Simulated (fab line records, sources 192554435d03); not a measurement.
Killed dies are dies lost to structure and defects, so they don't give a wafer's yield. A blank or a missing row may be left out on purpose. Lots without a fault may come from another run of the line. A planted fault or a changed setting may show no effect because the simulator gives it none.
fab line records | flow n5_finfet | part 1 of 2: steps 1 to 14 of 24
record lots=5 wafers=15 last_day=19
route steps=1938 shown BEOL_M11@1568
lots that met no fault: from a run of the same line without faults
start_h: hours from the record's first day to the start of the lot's first wafer shown | wait_h: hours since the lot's step before | " the same as in the row above | L1.1+2: a row that stands for several wafers | - no value, or no start given | * or withheld: withheld | < > ~ a bound
route shown NAME@n: a module of which the file shows steps, and the number in the route of the first | usual: mean/standard deviation of fault-free wafers | same: alike in all rows | chamber/n: place in a boat | sites: the reading at each site | _std_site: their standard deviation | _edge_site: outer sites' mean less inner sites' | radius_mm: how far each site lies from the wafer's centre | mask NAME#n: copy n | behind: the tool/chamber that last shaped the wafer | hold: why the lot was held/for how many hours/how that ended | device: the transistor (n, p or np) that didn't switch | end of line: the same wafers' tests at the end of the route | a step without rows: its recipe alone | killed: dies lost to structure and defects at the first sort, not the wafer's yield | map: a wafer's dies, x killed, . not, _ none there
set.NAME: the setting as run; set.NAME@STEP: as run at that earlier step | model.NAME: the simulator's own value behind a step, which no gauge read
lots at some steps of the route; a table a step, a row a wafer
services: from which hour (start_h, from the record's first day; less than 0 if before it) a tool's chamber was out of use, for how many hours, and why
## steps
# step N5_BEOL_M11_CD_MEAS_28
# recipe target_cd_nm=70 landing_energy_ev=500 detector=se_inlens polarity=opening
# usual cd_nm=70.1/1
# columns lot.wafer tool chamber start_h wait_h cd_nm
L074.1 cd_sem-03 0 251.73 - 71.7
L074.3 " 0 " " 69.9
L074.5 " 0 " " 69.6
L077.2 cd_sem-01 0 281.73 - 71.1
L077.3 " 0 " " 71.1
L077.4 " 0 " " 70.7
L088.2 cd_sem-01 0 356.93 - 69.3
L088.4 " 0 " " 70.7
L088.5 " 0 " " 69.2
L092.1 cd_sem-03 0 370.61 - 70.7
L092.2 " 0 " " 70.2
L092.6 " 0 " " 71.7
L095.1 cd_sem-01 0 396.80 - 70.8
L095.4 " 0 " " 69.2
L095.5 " 0 " " 71.5
# step N5_BEOL_M11_OVL_MEAS_29
# recipe points_per_wafer=44
# usual V10_OVL=0.1/0.61
# columns lot.wafer tool chamber start_h wait_h V10_OVL[nm]
L074.1 overlay-01 0 251.76 0.0 0.1
L074.3 " 0 " " -0.6
L074.5 " 0 " " -0.3
L077.2 overlay-02 0 281.76 0.0 0.0
L077.3 " 0 " " -1.1
L077.4 " 0 " " -0.5
L088.2 overlay-01 0 356.96 0.0 0.7
L088.4 " 0 " " 0.8
L088.5 " 0 " " 0.8
L092.1 overlay-02 0 370.64 0.0 1.7
L092.2 " 0 " " 0.6
L092.6 " 0 " " 1.1
L095.1 overlay-02 0 396.83 0.0 -1.3
L095.4 " 0 " " -0.4
L095.5 " 0 " " 0.3
# step N5_BEOL_M11_INSPECT_30
# recipe mode=adi inspect_instrument=brightfield
# usual raw_defect_count=427/87
# columns lot.wafer tool chamber start_h wait_h raw_defect_count
L074.1 defect_inspect-02 - 251.78 0.0 589
L074.3 " - " " 499
L074.5 " - " " 597
L077.2 defect_inspect-01 - 281.79 0.0 315
L077.3 " - " " 442
L077.4 " - " " 408
L088.2 defect_inspect-02 - 356.98 0.0 533
L088.4 " - " " 434
L088.5 " - " " 456
L092.1 defect_inspect-02 - 370.67 0.0 444
L092.2 " - " " 359
L092.6 " - " " 379
L095.1 defect_inspect-02 - 396.85 0.0 277
L095.4 " - " " 487
L095.5 " - " " 368
# step N5_BEOL_M11_DESCUM_33
# recipe chemistry=O2 time_s=7.9 source_power_w=50 bias_power_w=20 pressure_mtorr=20 rf_frequency_hz=2.712e+07 temp_c=40 resist=CAR-ArF o2_flow_sccm=225
# usual bias_power_w=19.99/0.063 drypump_motor_current_A=5.7/0.47 oes_product_au=0.81/0.096 rf_vpp_V=243.2/1.4 showerhead_plenum_p_Torr=2.10/0.074 temp_c=39.98/0.11 throttle_valve_pct=20.25/0.23
# columns lot.wafer tool chamber start_h wait_h bias_power_w drypump_motor_current_A oes_product_au rf_hours_counter_h rf_vpp_V showerhead_plenum_p_Torr temp_c throttle_valve_pct
L074.1 rie_diel-02 1 252.50 0.7 19.85 6.4 0.75 149 242.6 2.01 39.69 20.59
L074.3 " 2 " " 20.00 5.6 0.72 213 244.7 2.17 39.83 20.33
L074.5 " 3 " " 19.92 6.0 0.72 - 241.1 1.98 39.90 20.43
L077.2 rie_diel-03 3 281.82 0.0 20.06 5.2 0.80 83 244.1 2.10 40.16 20.16
L077.3 " 2 " " 19.96 5.7 0.96 8 242.6 2.12 40.00 19.93
L077.4 " 0 " " 20.12 5.1 0.70 225 242.6 2.14 39.99 20.44
L088.2 rie_diel-02 3 357.40 0.4 20.03 6.0 0.69 245 241.2 1.97 39.98 20.49
L088.4 " 3 " " 20.05 6.0 0.69 - 240.1 1.97 39.98 20.48
L088.5 " 2 " " 20.00 5.6 0.70 - 243.4 2.16 40.06 20.38
L092.1 rie_diel-02 1 370.70 0.0 19.95 6.4 0.71 185 241.2 2.00 39.96 20.65
L092.2 " 3 " " 20.05 6.0 0.68 251 241.0 1.97 39.93 20.49
L092.6 " 2 " " 19.99 5.6 0.70 - 244.6 2.16 40.10 20.38
L095.1 rie_diel-03 2 397.30 0.4 19.94 5.6 0.89 39 244.5 2.11 40.01 19.97
L095.4 " 0 " " 19.89 5.1 0.97 7 243.4 2.13 39.97 20.01
L095.5 " 2 " " 19.90 5.6 0.88 - 242.1 2.11 40.03 19.97
# step N5_BEOL_M11_ETCH_65
# recipe chemistry=CF4 target=SiARC target_depth_a=390 mask_material=CAR-ArF time_s=65 ion_energy_ev=80 pressure_mtorr=40 source_w=545 bias_w=36 Ar_flow_sccm=100 cf4_flow_sccm=100 ends=cleared
# usual bias_w=36.03/0.12 drypump_motor_current_A=5.7/0.47 etch_rf_on_time_s=65.3/1.7 mfc_ar_sccm=100.0/0.32 oes_product_au=0.69/0.082 rf_vpp_V=184.3/1.2 showerhead_plenum_p_Torr=2.15/0.066 throttle_valve_pct=15.47/0.26
# columns lot.wafer tool chamber start_h wait_h bias_w drypump_motor_current_A etch_rf_on_time_s mfc_ar_sccm oes_product_au rf_hours_counter_h rf_vpp_V showerhead_plenum_p_Torr throttle_valve_pct
L074.1 rie_diel-02 1 252.53 0.0 36.01 6.4 66.6 99.9 0.63 149 183.3 2.07 15.82
L074.3 " 2 " " 35.98 5.5 67.7 99.9 0.60 213 185.4 2.19 15.47
L074.5 " 3 " " 35.95 6.0 68.1 100.4 0.60 - 184.6 2.05 15.81
L077.2 rie_diel-03 3 281.85 0.0 35.92 5.1 65.1 99.7 0.68 83 183.5 2.17 15.45
L077.3 " 2 " " 36.12 5.6 65.8 99.7 0.80 8 185.5 2.17 15.10
L077.4 " 0 " " 36.23 5.1 63.9 100.0 0.61 225 184.7 2.20 15.70
L088.2 rie_diel-02 3 357.43 0.0 36.06 6.0 66.5 99.5 0.59 245 182.7 2.04 15.88
L088.4 " 3 " " 36.04 6.0 66.9 99.7 0.59 - 182.4 2.04 15.86
L088.5 " 2 " " 36.23 5.6 67.9 99.7 0.58 - 184.7 2.18 15.53
L092.1 rie_diel-02 1 370.74 0.0 36.26 6.4 67.7 99.9 0.61 185 183.7 2.06 15.89
L092.2 " 3 " " 36.16 6.0 66.6 100.4 0.60 251 181.3 2.04 15.88
L092.6 " 2 " " 36.14 5.5 69.1 99.9 0.58 - 183.7 2.18 15.54
L095.1 rie_diel-03 2 397.33 0.0 35.92 5.6 65.4 100.2 0.75 39 184.7 2.16 15.16
L095.4 " 0 " " 36.15 5.1 63.1 100.4 0.84 7 183.7 2.18 15.24
L095.5 " 2 " " 35.94 5.6 65.4 99.9 0.75 - 184.5 2.16 15.14
# step N5_BEOL_M11_ETCH_66
# recipe chemistry=N2/H2 target=SOC target_depth_a=1200 overetch_a=240 mask_material=SiARC temp_c=40 time_s=180 ion_energy_ev=200 pressure_mtorr=30 source_w=840 bias_w=150 n2_flow_sccm=200 h2_flow_sccm=200
# usual bias_w=150.0/0.46 drypump_motor_current_A=5.7/0.48 oes_product_au=0.65/0.072 rf_vpp_V=524.2/2.7 showerhead_plenum_p_Torr=2.54/0.093 temp_c=39.99/0.1 throttle_valve_pct=17.60/0.2
# columns lot.wafer tool chamber start_h wait_h bias_w drypump_motor_current_A oes_product_au rf_hours_counter_h rf_vpp_V showerhead_plenum_p_Torr temp_c throttle_valve_pct
L074.1 rie_diel-02 1 252.58 0.0 150.7 6.4 0.61 149 521.2 2.43 39.99 17.83
L074.3 " 2 " " 150.0 5.6 0.58 213 525.6 2.62 40.05 17.77
L074.5 " 3 " " 149.7 6.0 0.58 - 520.4 2.39 39.87 17.68
L077.2 rie_diel-03 3 281.90 0.0 150.0 5.2 0.64 83 525.2 2.58 39.92 17.70
L077.3 " 2 " " 150.0 5.6 0.76 8 527.1 2.60 39.98 17.43
L077.4 " 0 " " 150.8 5.1 0.57 226 528.5 2.60 40.22 17.75
L088.2 rie_diel-02 3 357.48 0.0 150.9 6.0 0.56 245 520.1 2.38 40.02 17.72
L088.4 " 3 " " 150.3 6.0 0.56 - 518.7 2.38 39.88 17.72
L088.5 " 2 " " 150.0 5.6 0.57 - 525.6 2.61 40.00 17.79
L092.1 rie_diel-02 1 370.79 0.0 150.4 6.4 0.59 185 520.1 2.41 39.98 17.88
L092.2 " 3 " " 150.0 6.0 0.56 251 518.0 2.38 40.03 17.73
L092.6 " 2 " " 150.5 5.6 0.57 - 523.5 2.61 40.23 17.83
L095.1 rie_diel-03 2 397.38 0.0 150.4 5.7 0.71 39 525.1 2.59 39.92 17.47
L095.4 " 0 " " 150.1 5.1 0.79 7 526.8 2.59 40.25 17.33
L095.5 " 2 " " 150.4 5.6 0.71 - 523.3 2.59 40.00 17.48
# step N5_BEOL_M11_STRIP_69
# recipe chemistry=N2/H2 temp_c=40 n2_flow_sccm=200 h2_flow_sccm=200 rf_frequency_hz=6e+07
# columns lot.wafer tool chamber start_h wait_h
L074.1+3+5 rie_diel-02 1,2,3 252.70 0.1
L077.2+3+4 rie_diel-03 3,2,0 282.02 0.1
L088.2+4+5 rie_diel-02 3,3,2 357.59 0.1
L092.1+2+6 rie_diel-02 1,3,2 370.90 0.1
L095.1+4+5 rie_diel-03 2,0,2 397.50 0.1
# step N5_BEOL_M11_VIA_ETCH_34
# recipe chemistry=C4F6/O2 target=SiCOH_lowk target_depth_a=1845 mask_material=SOC taper_deg=4 time_s=69.2 ion_energy_ev=250 pressure_mtorr=30 source_w=345 bias_w=185 Ar_flow_sccm=300 C4F6_flow_sccm=10 O2_flow_sccm=10
# usual bias_w=184.9/0.59 drypump_motor_current_A=5.7/0.48 mfc_ar_sccm=300.1/0.94 oes_product_au=0.80/0.096 rf_vpp_V=674/8.2 showerhead_plenum_p_Torr=2.86/0.091 throttle_valve_pct=20.75/0.24
# columns lot.wafer tool chamber start_h wait_h bias_w drypump_motor_current_A mfc_ar_sccm oes_product_au rf_hours_counter_h rf_vpp_V showerhead_plenum_p_Torr throttle_valve_pct
L074.1 rie_diel-02 1 252.71 0.0 185.5 6.4 300.5 0.74 149 671 2.75 21.10
L074.3 " 2 " " 184.8 5.6 298.2 0.71 213 673 2.90 20.60
L074.5 " 3 " " 183.8 6.0 299.9 0.70 - 665 2.72 21.02
L077.2 rie_diel-03 3 282.03 0.0 184.5 5.2 301.6 0.80 83 686 2.90 20.87
L077.3 " 2 " " 185.1 5.6 299.6 0.95 8 677 2.89 20.43
L077.4 " 0 " " 184.2 5.1 301.0 0.71 226 684 2.91 20.89
L088.2 rie_diel-02 3 357.60 0.0 185.1 6.0 299.0 0.68 245 662 2.71 21.06
L088.4 " 3 " " 184.8 6.0 300.6 0.69 - 664 2.71 21.09
L088.5 " 2 " " 184.7 5.6 300.9 0.68 - 672 2.89 20.66
L092.1 rie_diel-02 1 370.91 0.0 183.7 6.4 300.2 0.71 185 670 2.73 21.15
L092.2 " 3 " " 184.6 6.0 300.9 0.69 251 666 2.71 21.08
L092.6 " 2 " " 184.6 5.6 301.2 0.68 - 671 2.89 20.65
L095.1 rie_diel-03 2 397.51 0.0 186.0 5.6 300.5 0.87 39 677 2.88 20.47
L095.4 " 0 " " 185.8 5.1 299.0 0.97 7 683 2.89 20.50
L095.5 " 2 " " 185.2 5.6 300.5 0.87 - 676 2.88 20.45
# step N5_BEOL_M11_STRIP_73
# recipe chemistry=C4F6/O2 resist=SiARC rf_frequency_hz=6e+07
# columns lot.wafer tool chamber start_h wait_h
L074.1+3+5 rie_diel-02 1,2,3 252.76 0.0
L077.2+3+4 rie_diel-03 3,2,0 282.08 0.0
L088.2+4+5 rie_diel-02 3,3,2 357.66 0.0
L092.1+2+6 rie_diel-02 1,3,2 370.96 0.0
L095.1+4+5 rie_diel-03 2,0,2 397.56 0.0
# step N5_BEOL_M11_STRIP_36
# recipe chemistry=N2/H2 power_w=450 temp_c=40 pressure_mtorr=20 rf_frequency_hz=6e+07 overash_fraction=0.3 bias_power_w=7 h2_frac=0.5 n2_flow_sccm=200 h2_flow_sccm=200
# usual bias_power_w=7.001/0.022 drypump_motor_current_A=5.7/0.48 oes_product_au=0.81/0.097 rf_vpp_V=59.0/2 showerhead_plenum_p_Torr=2.54/0.093 temp_c=40.00/0.12 throttle_valve_pct=23.36/0.21
# columns lot.wafer tool chamber start_h wait_h bias_power_w drypump_motor_current_A oes_product_au rf_hours_counter_h rf_vpp_V showerhead_plenum_p_Torr temp_c throttle_valve_pct
L074.1 rie_diel-02 1 252.77 0.0 7.027 6.5 0.75 149 57.5 2.42 39.91 23.53
L074.3 " 2 " " 6.969 5.5 0.72 213 58.2 2.62 40.19 23.52
L074.5 " 3 " " 6.970 6.0 0.72 - 59.9 2.39 40.13 23.21
L077.2 rie_diel-03 3 282.09 0.0 6.972 5.1 0.78 83 56.3 2.57 40.00 23.59
L077.3 " 2 " " 7.018 5.7 0.96 8 60.3 2.60 40.01 23.24
L077.4 " 0 " " 7.039 5.1 0.70 226 59.9 2.60 39.86 23.43
L088.2 rie_diel-02 3 357.67 0.0 6.975 6.0 0.70 245 56.9 2.37 39.83 23.26
L088.4 " 3 " " 7.014 6.0 0.71 - 59.3 2.37 39.98 23.26
L088.5 " 2 " " 7.005 5.6 0.69 - 57.9 2.61 39.97 23.57
L092.1 rie_diel-02 1 370.97 0.0 7.005 6.4 0.72 185 57.5 2.41 39.92 23.59
L092.2 " 3 " " 7.006 6.0 0.68 252 62.5 2.37 39.99 23.29
L092.6 " 2 " " 6.990 5.6 0.70 - 56.6 2.60 39.92 23.57
L095.1 rie_diel-03 2 397.57 0.0 7.038 5.7 0.88 39 54.8 2.59 39.98 23.30
L095.4 " 0 " " 7.034 5.1 0.98 8 58.2 2.59 40.08 23.01
L095.5 " 2 " " 7.019 5.7 0.89 - 61.6 2.59 40.23 23.30
# step N5_BEOL_M11_TRENCH_ETCH_37
# recipe chemistry=C4F6/O2 target_depth_a=1488.3 target=SiCOH_lowk time_s=48 ion_energy_ev=250 pressure_mtorr=30 source_w=345 bias_w=185 Ar_flow_sccm=300 C4F6_flow_sccm=10 O2_flow_sccm=10
# usual bias_w=185.0/0.55 drypump_motor_current_A=5.7/0.47 mfc_ar_sccm=299.9/0.91 oes_product_au=0.80/0.096 rf_vpp_V=674/8.2 showerhead_plenum_p_Torr=2.86/0.091 throttle_valve_pct=20.77/0.24
# columns lot.wafer tool chamber start_h wait_h bias_w drypump_motor_current_A mfc_ar_sccm oes_product_au rf_hours_counter_h rf_vpp_V showerhead_plenum_p_Torr throttle_valve_pct
L074.1 rie_diel-02 1 - - 184.4 6.4 299.1 0.75 149 670 2.75 21.14
L074.3 " 2 " " 185.3 5.6 299.9 0.70 213 673 2.90 20.63
L074.5 " 3 " " 186.0 6.0 301.9 0.70 - 663 2.72 21.06
L077.2 rie_diel-03 3 - - 185.3 5.2 301.2 0.80 83 686 2.90 20.88
L077.3 " 2 " " 184.3 5.6 299.6 0.93 8 676 2.89 20.45
L077.4 " 0 " " 184.8 5.1 299.8 0.70 226 683 2.91 20.89
L088.2 rie_diel-02 3 - - 184.7 6.0 298.3 0.69 245 665 2.71 21.09
L088.4 " 3 " " 184.3 6.0 299.2 0.68 - 664 2.71 21.09
L088.5 " 2 " " 184.1 5.6 300.3 0.68 - 672 2.89 20.65
L092.1 rie_diel-02 1 - - 184.4 6.4 298.1 0.71 185 670 2.73 21.17
L092.2 " 3 " " 185.1 6.0 301.0 0.68 252 665 2.71 21.10
L092.6 " 2 " " 185.1 5.6 300.3 0.67 - 672 2.89 20.67
L095.1 rie_diel-03 2 - - 185.6 5.6 299.4 0.88 39 675 2.88 20.48
L095.4 " 0 " " 185.7 5.1 299.7 0.98 8 682 2.89 20.50
L095.5 " 2 " " 184.6 5.7 300.2 0.89 - 675 2.88 20.49
# step N5_BEOL_M11_ETCH_41
# recipe chemistry=CH3F/O2 target=SiCN target_depth_a=426 taper_deg=2 time_s=86 ion_energy_ev=120 mask_material=TiN pressure_mtorr=30 source_w=395 bias_w=75 Ar_flow_sccm=150 CH3F_flow_sccm=30 O2_flow_sccm=20
# usual CH3F_flow_sccm=29.99/0.086 bias_w=75.01/0.28 drypump_motor_current_A=5.7/0.48 mfc_ar_sccm=150.0/0.48 oes_product_au=0.81/0.097 rf_vpp_V=297.4/1.5 showerhead_plenum_p_Torr=2.01/0.067 throttle_valve_pct=16.17/0.24
# columns lot.wafer tool chamber start_h wait_h CH3F_flow_sccm bias_w drypump_motor_current_A mfc_ar_sccm oes_product_au rf_hours_counter_h rf_vpp_V showerhead_plenum_p_Torr throttle_valve_pct
L074.1 rie_diel-02 1 - - 30.08 75.14 6.4 150.0 0.75 149 295.5 1.93 16.49
L074.3 " 2 " " 29.98 74.37 5.5 150.9 0.72 213 297.7 2.04 16.14
L074.5 " 3 " " 29.93 75.00 6.0 150.1 0.70 - 294.8 1.91 16.46
L077.2 rie_diel-03 3 - - 30.05 75.09 5.2 149.9 0.81 83 298.9 2.04 16.21
L077.3 " 2 " " 30.06 75.15 5.6 150.1 0.94 8 298.7 2.03 15.85
L077.4 " 0 " " 30.00 74.93 5.1 149.8 0.71 226 298.0 2.05 16.38
L088.2 rie_diel-02 3 - - 29.90 74.84 6.0 149.7 0.69 245 294.3 1.90 16.51
L088.4 " 3 " " 29.94 75.09 6.0 149.5 0.68 - 294.6 1.90 16.51
L088.5 " 2 " " 30.04 74.88 5.6 150.5 0.68 - 299.9 2.03 16.18
L092.1 rie_diel-02 1 - - 29.87 74.46 6.4 149.3 0.72 185 294.2 1.92 16.57
L092.2 " 3 " " 30.10 75.10 6.0 150.3 0.68 252 293.5 1.90 16.52
L092.6 " 2 " " 30.02 74.90 5.6 149.5 0.67 - 298.5 2.03 16.20
L095.1 rie_diel-03 2 - - 29.88 74.75 5.6 149.5 0.88 39 297.7 2.02 15.89
L095.4 " 0 " " 29.93 75.29 5.1 149.8 0.98 8 299.0 2.04 15.92
L095.5 " 2 " " 29.94 75.02 5.6 150.8 0.88 - 297.6 2.02 15.90
# step N5_BEOL_M11_STRIP_77
# recipe chemistry=N2/H2 time_s=10 power_w=450 temp_c=40 pressure_mtorr=20 rf_frequency_hz=6e+07 bias_power_w=7 n2_flow_sccm=200 h2_flow_sccm=200
# usual bias_power_w=7.000/0.021 drypump_motor_current_A=5.7/0.48 oes_product_au=0.81/0.096 rf_vpp_V=59.1/0.94 showerhead_plenum_p_Torr=2.54/0.093 temp_c=40.01/0.12 throttle_valve_pct=23.36/0.21
# columns lot.wafer tool chamber start_h wait_h bias_power_w drypump_motor_current_A oes_product_au rf_hours_counter_h rf_vpp_V showerhead_plenum_p_Torr temp_c throttle_valve_pct
L074.1 rie_diel-02 1 - - 7.007 6.4 0.74 149 57.9 2.42 39.97 23.57
L074.3 " 2 " " 6.964 5.6 0.72 213 58.7 2.62 39.88 23.55
L074.5 " 3 " " 7.006 6.0 0.71 - 57.7 2.39 40.30 23.21
L077.2 rie_diel-03 3 - - 7.020 5.2 0.80 84 62.2 2.57 39.71 23.61
L077.3 " 2 " " 6.994 5.6 0.97 9 59.1 2.60 40.05 23.26
L077.4 " 0 " " 6.992 5.1 0.69 226 59.6 2.60 40.11 23.44
L088.2 rie_diel-02 3 - - 6.955 6.0 0.69 245 58.1 2.37 40.06 23.28
L088.4 " 3 " " 6.979 6.0 0.68 - 58.4 2.37 40.19 23.27
L088.5 " 2 " " 7.003 5.6 0.70 - 59.0 2.61 40.04 23.57
L092.1 rie_diel-02 1 - - 7.003 6.4 0.71 185 58.0 2.41 39.95 23.62
L092.2 " 3 " " 7.002 6.0 0.70 252 58.1 2.37 40.00 23.28
L092.6 " 2 " " 6.992 5.6 0.69 - 59.6 2.60 40.12 23.59
L095.1 rie_diel-03 2 - - 6.996 5.6 0.89 40 59.1 2.59 39.86 23.28
L095.4 " 0 " " 6.993 5.1 0.96 8 59.9 2.59 39.95 23.01
L095.5 " 2 " " 6.982 5.6 0.89 - 60.4 2.59 39.93 23.27
# step N5_BEOL_M11_OCD_MEAS_38
# usual trench_depth_nm=148/3.2
# columns lot.wafer tool chamber start_h wait_h trench_depth_nm
L074.1 ocd-01 - 252.99 - 146
L074.3 " - " " 144
L074.5 " - " " 143
L077.2 ocd-02 - 282.31 - 150
L077.3 " - " " 146
L077.4 " - " " 149
L088.2 ocd-02 - 357.90 - 144
L088.4 " - " " 144
L088.5 " - " " 143
L092.1 ocd-01 - 371.19 - 142
L092.2 " - " " 144
L092.6 " - " " 141
L095.1 ocd-02 - 397.79 - 149
L095.4 " - " " 154
L095.5 " - " " 149
